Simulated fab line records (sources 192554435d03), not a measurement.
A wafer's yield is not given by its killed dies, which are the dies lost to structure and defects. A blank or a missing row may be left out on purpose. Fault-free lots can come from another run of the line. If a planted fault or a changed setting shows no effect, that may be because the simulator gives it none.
What tool caused it?    flow n5Finfet    24 lots, 72 wafers sampled, at 5 steps of a route of 1938

WHAT THE GAUGES READ, wafer by wafer
N5_BEOL_M7_CD_MEAS_18: pitch 80 nm, target cd 40 nm.
lot   measured      on        cdNm (nm)
L074  day 8 21:41   cdSem-02  40.4 40.4 40.0
L075  day 9 04:04   cdSem-01  39.8 39.3 39.3
L076  day 9 16:05   cdSem-01  40.6 40.0 40.6
L077  day 9 16:17   cdSem-01  39.7 39.1 40.4
L078  day 10 02:00  cdSem-03  40.4 39.7 40.0
L079  day 10 04:35  cdSem-02  39.7 39.5 40.6
L080  day 10 13:04  cdSem-03  41.1 40.5 40.4
L081  day 10 18:10  cdSem-03  40.2 39.8 40.4
L082  day 11 00:46  cdSem-01  40.6 40.5 40.1
L083  day 11 01:05  cdSem-01  39.6 40.5 39.4
L084  day 11 08:29  cdSem-01  39.8 39.4 39.3
L085  day 11 20:09  cdSem-03  39.5 39.8 40.5
L086  day 12 02:57  cdSem-01  40.9 40.7 39.9
L087  day 12 03:40  cdSem-01  40.0 40.0 39.8
L089  day 12 14:18  cdSem-01  39.9 39.8 39.9
L090  day 12 22:04  cdSem-01  40.1 40.3 40.0
L088  day 12 22:26  cdSem-02  40.2 39.8 40.5
L093  day 13 12:23  cdSem-02  40.2 40.3 39.1
L091  day 13 16:16  cdSem-01  40.1 40.7 40.1
L092  day 13 19:10  cdSem-02  40.0 40.8 40.2
L094  day 13 19:38  cdSem-03  39.5 40.3 40.3
L095  day 14 00:33  cdSem-02  39.3 40.7 40.3
L096  day 14 20:32  cdSem-03  40.6 39.7 39.8
L097  day 15 06:23  cdSem-01  40.0 40.8 40.7

TOOL THAT RAN EACH LOT (tool first, then ch and the chambers of the sampled wafers, then the start)
lot   N5_BEOL_M6_DEGAS_44          N5_BEOL_M6_ANNEAL_51             N5_BEOL_M7_PECVD_70              N5_BEOL_M7_STRIP_67
L074  pvdSputter-02, day 8 13:32   rtpAnneal-02 ch 0, day 8 18:17   pecvd-02 ch 0,1,2, day 8 19:41   rieDiel-04 ch 0,1,3, day 8 21:28
L075  pvdSputter-03, day 8 19:51   rtpAnneal-02 ch 0, day 9 00:25   pecvd-03 ch 0,2, day 9 01:47     rieDiel-03 ch 0,1,3, day 9 03:50
L076  pvdSputter-03, day 9 05:50   rtpAnneal-02 ch 0, day 9 11:28   pecvd-01 ch 0,1, day 9 12:54     rieDiel-04 ch 1,2,3, day 9 15:49
L077  pvdSputter-01, day 9 07:07   rtpAnneal-02 ch 0, day 9 12:33   pecvd-02 ch 0,1, day 9 14:08     rieDiel-04 ch 2,3, day 9 16:04
L078  pvdSputter-01, day 9 18:07   rtpAnneal-02 ch 0, day 9 23:24   pecvd-01 ch 1,2, day 10 00:46    rieDiel-03 ch 0,3, day 10 01:46
L079  pvdSputter-01, day 9 19:36   rtpAnneal-02 ch 0, day 10 01:22  pecvd-01 ch 0,2, day 10 02:41    rieDiel-04 ch 0,1,3, day 10 04:22
L080  pvdSputter-03, day 10 05:58  rtpAnneal-02 ch 0, day 10 09:31  pecvd-02 ch 0,2, day 10 10:50    rieDiel-04 ch 2,3, day 10 12:47
L081  pvdSputter-01, day 10 13:52  rtpAnneal-02 ch 0, day 10 15:29  pecvd-02 ch 0,1, day 10 16:52    rieDiel-02 ch 0,1,3, day 10 17:57
L082  pvdSputter-01, day 10 17:28  rtpAnneal-01 ch 0, day 10 20:20  pecvd-03 ch 1,2, day 10 21:41    rieDiel-03 ch 1,2, day 11 00:33
L083  pvdSputter-03, day 10 20:10  rtpAnneal-02 ch 0, day 10 21:13  pecvd-03 ch 0,1,2, day 10 22:37  rieDiel-03 ch 0,2,3, day 11 00:50
L084  pvdSputter-02, day 11 03:16  rtpAnneal-02 ch 0, day 11 04:16  pecvd-03 ch 1,2, day 11 05:37    rieDiel-03 ch 0,1,3, day 11 08:16
L085  pvdSputter-02, day 11 14:50  rtpAnneal-02 ch 0, day 11 16:41  pecvd-01 ch 0,1, day 11 18:05    rieDiel-03 ch 1,3, day 11 19:48
L086  pvdSputter-02, day 11 19:13  rtpAnneal-01 ch 0, day 11 23:04  pecvd-02 ch 0,2, day 12 00:26    rieDiel-04 ch 0,1,2, day 12 02:43
L087  pvdSputter-03, day 11 19:22  rtpAnneal-01 ch 0, day 12 00:50  pecvd-01 ch 0,1,2, day 12 02:15  rieDiel-04 ch 1,2,3, day 12 03:27
L089  pvdSputter-01, day 12 08:27  rtpAnneal-01 ch 0, day 12 09:40  pecvd-01 ch 0,1,2, day 12 11:04  rieDiel-03 ch 0,2,3, day 12 14:01
L090  pvdSputter-02, day 12 16:41  rtpAnneal-01 ch 0, day 12 17:32  pecvd-02 ch 0,1, day 12 18:58    rieDiel-03 ch 1,2,3, day 12 21:41
L088  pvdSputter-03, day 12 16:53  rtpAnneal-01 ch 0, day 12 17:56  pecvd-02 ch 0,1, day 12 19:26    rieDiel-04 ch 0,1,2, day 12 22:02
L093  pvdSputter-03, day 13 07:38  rtpAnneal-01 ch 0, day 13 08:40  pecvd-03 ch 0,1,2, day 13 10:19  rieDiel-04 ch 0,1, day 13 12:07
L091  pvdSputter-02, day 13 11:41  rtpAnneal-01 ch 0, day 13 13:30  pecvd-02 ch 1,2, day 13 14:51    rieDiel-03 ch 1,2, day 13 16:02
L092  pvdSputter-01, day 13 15:16  rtpAnneal-01 ch 0, day 13 16:24  pecvd-01 ch 0,1, day 13 17:50    rieDiel-02 ch 0,1,3, day 13 18:56
L094  pvdSputter-03, day 13 15:17  rtpAnneal-02 ch 0, day 13 16:44  pecvd-02 ch 1,2, day 13 18:10    rieDiel-02 ch 0,3, day 13 19:17
L095  pvdSputter-01, day 13 18:46  rtpAnneal-02 ch 0, day 13 20:46  pecvd-01 ch 0,1,2, day 13 22:05  rieDiel-02 ch 0,1,2, day 14 00:20
L096  pvdSputter-01, day 14 15:10  rtpAnneal-02 ch 0, day 14 16:44  pecvd-01 ch 0,1, day 14 18:08    rieDiel-03 ch 0,1, day 14 20:13
L097  pvdSputter-03, day 15 01:50  rtpAnneal-01 ch 0, day 15 03:02  pecvd-03 ch 0,1,2, day 15 04:28  rieDiel-02 ch 1,3, day 15 06:04
- N5_BEOL_M6_DEGAS_44: time 60 s.
- N5_BEOL_M6_ANNEAL_51: time 90 s.
- N5_BEOL_M7_PECVD_70: deposits SiO2 from TEOS/O2, target thk 20 nm, time 22.7 s.
- N5_BEOL_M7_STRIP_67: strips in CF4.

WHAT THE TOOLS THEMSELVES READ (means of the sampled wafers that have a number; where no wafer has one, the mark that the record gives instead)
N5_BEOL_M6_DEGAS_44.
lot   tool           heaterPowerW (W)
L074  pvdSputter-02  380
L075  pvdSputter-03  328
L076  pvdSputter-03  321
L077  pvdSputter-01  348
L078  pvdSputter-01  344
L079  pvdSputter-01  348
L080  pvdSputter-03  315
L081  pvdSputter-01  351
L082  pvdSputter-01  348
L083  pvdSputter-03  314
L084  pvdSputter-02  331
L085  pvdSputter-02  365
L086  pvdSputter-02  374
L087  pvdSputter-03  309
L089  pvdSputter-01  352
L090  pvdSputter-02  342
L088  pvdSputter-03  316
L093  pvdSputter-03  312
L091  pvdSputter-02  354
L092  pvdSputter-01  342
L094  pvdSputter-03  321
L095  pvdSputter-01  346
L096  pvdSputter-01  335
L097  pvdSputter-03  329

N5_BEOL_M6_ANNEAL_51.
lot   tool          wafer_temp_C_max
L074  rtpAnneal-02  225.62
L075  rtpAnneal-02  225.48
L076  rtpAnneal-02  225.72
L077  rtpAnneal-02  225.86
L078  rtpAnneal-02  225.88
L079  rtpAnneal-02  225.74
L080  rtpAnneal-02  225.71
L081  rtpAnneal-02  225.68
L082  rtpAnneal-01  225.16
L083  rtpAnneal-02  225.81
L084  rtpAnneal-02  225.59
L085  rtpAnneal-02  225.70
L086  rtpAnneal-01  225.81
L087  rtpAnneal-01  225.55
L089  rtpAnneal-01  225.57
L090  rtpAnneal-01  225.69
L088  rtpAnneal-01  225.37
L093  rtpAnneal-01  225.55
L091  rtpAnneal-01  225.53
L092  rtpAnneal-01  225.62
L094  rtpAnneal-02  226.05
L095  rtpAnneal-02  225.92
L096  rtpAnneal-02  226.04
L097  rtpAnneal-01  225.46

N5_BEOL_M7_PECVD_70.
lot   tool      heaterPowerW (W)  showerheadPlenumPTorr (Torr)  throttleValvePct (%)
L074  pecvd-02  727               8.74                          20.9
L075  pecvd-03  857               8.73                          23.3
L076  pecvd-01  830               8.80                          23.5
L077  pecvd-02  740               8.71                          21.0
L078  pecvd-01  849               8.81                          21.6
L079  pecvd-01  819               8.82                          22.5
L080  pecvd-02  800               8.78                          20.7
L081  pecvd-02  702               8.70                          20.9
L082  pecvd-03  862               8.75                          22.0
L083  pecvd-03  762               8.76                          22.6
L084  pecvd-03  809               8.78                          22.0
L085  pecvd-01  831               8.80                          23.5
L086  pecvd-02  782               8.78                          20.7
L087  pecvd-01  830               8.78                          22.6
L089  pecvd-01  842               8.81                          22.4
L090  pecvd-02  757               8.71                          21.0
L088  pecvd-02  725               8.70                          20.9
L093  pecvd-03  741               8.77                          22.7
L091  pecvd-02  724               8.72                          20.7
L092  pecvd-01  788               8.80                          23.5
L094  pecvd-02  699               8.73                          20.7
L095  pecvd-01  776               8.79                          22.6
L096  pecvd-01  835               8.80                          23.5
L097  pecvd-03  798               8.78                          22.8

N5_BEOL_M7_STRIP_67.
lot   tool        drypumpMotorCurrentA (A)  oesProductAu (a.u.)  rfVppV (V)  showerheadPlenumPTorr (Torr)  throttleValvePct (%)
L074  rieDiel-04  5.8                       0.73                 271.6       1.81                          13.78
L075  rieDiel-03  5.7                       0.84                 269.7       1.76                          13.50
L076  rieDiel-04  5.9                       0.81                 271.6       1.80                          13.58
L077  rieDiel-04  5.7                       0.89                 271.1       1.78                          13.54
L078  rieDiel-03  6.2                       0.78                 269.3       1.72                          13.62
L079  rieDiel-04  5.8                       0.72                 272.2       1.80                          13.80
L080  rieDiel-04  5.7                       0.87                 270.3       1.78                          13.55
L081  rieDiel-02  5.9                       0.80                 270.7       1.76                          13.37
L082  rieDiel-03  5.2                       0.86                 270.4       1.79                          13.37
L083  rieDiel-03  6.2                       0.75                 269.2       1.72                          13.65
L084  rieDiel-03  5.7                       0.82                 270.6       1.75                          13.52
L085  rieDiel-03  5.2                       0.88                 271.6       1.80                          13.35
L086  rieDiel-04  5.8                       0.78                 270.3       1.80                          13.67
L087  rieDiel-04  5.9                       0.78                 270.9       1.80                          13.65
L089  rieDiel-03  6.2                       0.73                 269.8       1.72                          13.69
L090  rieDiel-03  5.7                       0.79                 270.6       1.76                          13.52
L088  rieDiel-04  5.8                       0.77                 270.6       1.80                          13.69
L093  rieDiel-04  5.9                       0.71                 271.8       1.82                          13.77
L091  rieDiel-03  5.7                       0.77                 270.6       1.75                          13.55
L092  rieDiel-02  5.9                       0.77                 270.5       1.76                          13.42
L094  rieDiel-02  5.9                       0.77                 271.9       1.80                          13.59
L095  rieDiel-02  5.5                       0.77                 269.6       1.73                          13.41
L096  rieDiel-03  5.2                       0.82                 269.9       1.78                          13.48
L097  rieDiel-02  5.9                       0.77                 269.1       1.71                          13.26

THE ANSWER, worked out from the rows above alone
Rule: the lots themselves supply what counts as usual. Put in order of their means at a reading, lots are off if they are a third of the lots or fewer, leave a main group of 4 or more, and stand apart from it by a gap of 3 or more times the standard deviation of the main group's means; of several such gaps the widest counts. A main group whose means are all the same, to the digits that the tables above print for the reading, isn't used. Also off: a lot with no number at a reading for which 4 or more lots have one. All remaining lots with rows at the step are treated as sound. Order of review: gauges by route order, followed by the tools' own readings, for which a lot's mean as printed above is used. At the first step where some lot is off, the reading lying furthest off is the one used; lots without a number count as furthest.
No lot is off at any reading shown: from this, nothing can be told.

WHAT THE SIMULATOR HAD PUT IN
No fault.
